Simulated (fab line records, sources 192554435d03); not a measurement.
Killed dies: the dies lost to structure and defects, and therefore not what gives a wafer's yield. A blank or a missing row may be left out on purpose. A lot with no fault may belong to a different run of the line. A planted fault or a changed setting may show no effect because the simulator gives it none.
Matching of chambers    flow n5 finfet    N5_BEOL_M6_STRIP_67 on rie diel-06 has 4 sister chambers
The step strips in CF4. 4 wafers are shown with their chamber, then 11 later ones without.

EACH WAFER AND ITS CHAMBER
wafer   chamber  showerhead plenum p Torr (Torr)
L089.1  0        1.75
L089.4  3        1.71
L089.5  1        1.81
L091.1  2        1.81

WAFERS WHOSE CHAMBER IS MISSING
wafer   showerhead plenum p Torr (Torr)
L091.3  1.81
L091.5  1.81
L093.3  1.75
L093.5  1.75
L093.6  1.81
L097.1  1.91
L097.2  1.81
L097.3  1.74
L097.4  1.80
L097.5  1.81
L097.6  1.74

CHAMBER TAKEN BY EACH
wafer   from the rows above                in truth
L091.3  can't be placed: 1 or 2 or 0       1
L091.5  can't be placed: 1 or 2 or 0       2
L093.3  can't be placed: 0 or 3 or 1 or 2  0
L093.5  can't be placed: 0 or 3 or 1 or 2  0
L093.6  can't be placed: 1 or 2 or 0       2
L097.1  can't be placed: 1 or 2 or 0       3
L097.2  can't be placed: 1 or 2 or 0       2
L097.3  can't be placed: 0 or 3 or 1 or 2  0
L097.4  can't be placed: 1 or 2 or 0       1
L097.5  can't be placed: 1 or 2 or 0       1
L097.6  can't be placed: 0 or 3 or 1 or 2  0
Correct placement for 0 of the 11. These rows do not allow placing 11 (true chamber among the candidates in 10). Number placed wrongly: 0.
How it was worked out, from the rows above alone: a wafer's distance from a chamber is the root of the sum, over the readings, of the square of ((its reading less the chamber's mean) divided by the reading's scatter). The wafer belongs to the nearest chamber; if the next one is less than 2 further off, it can't be placed. The mean given for a chamber averages the wafers shown for that chamber. The scatter: root of mean squared gap, hidden wafer to nearest shown wafer, with one shown wafer a chamber.
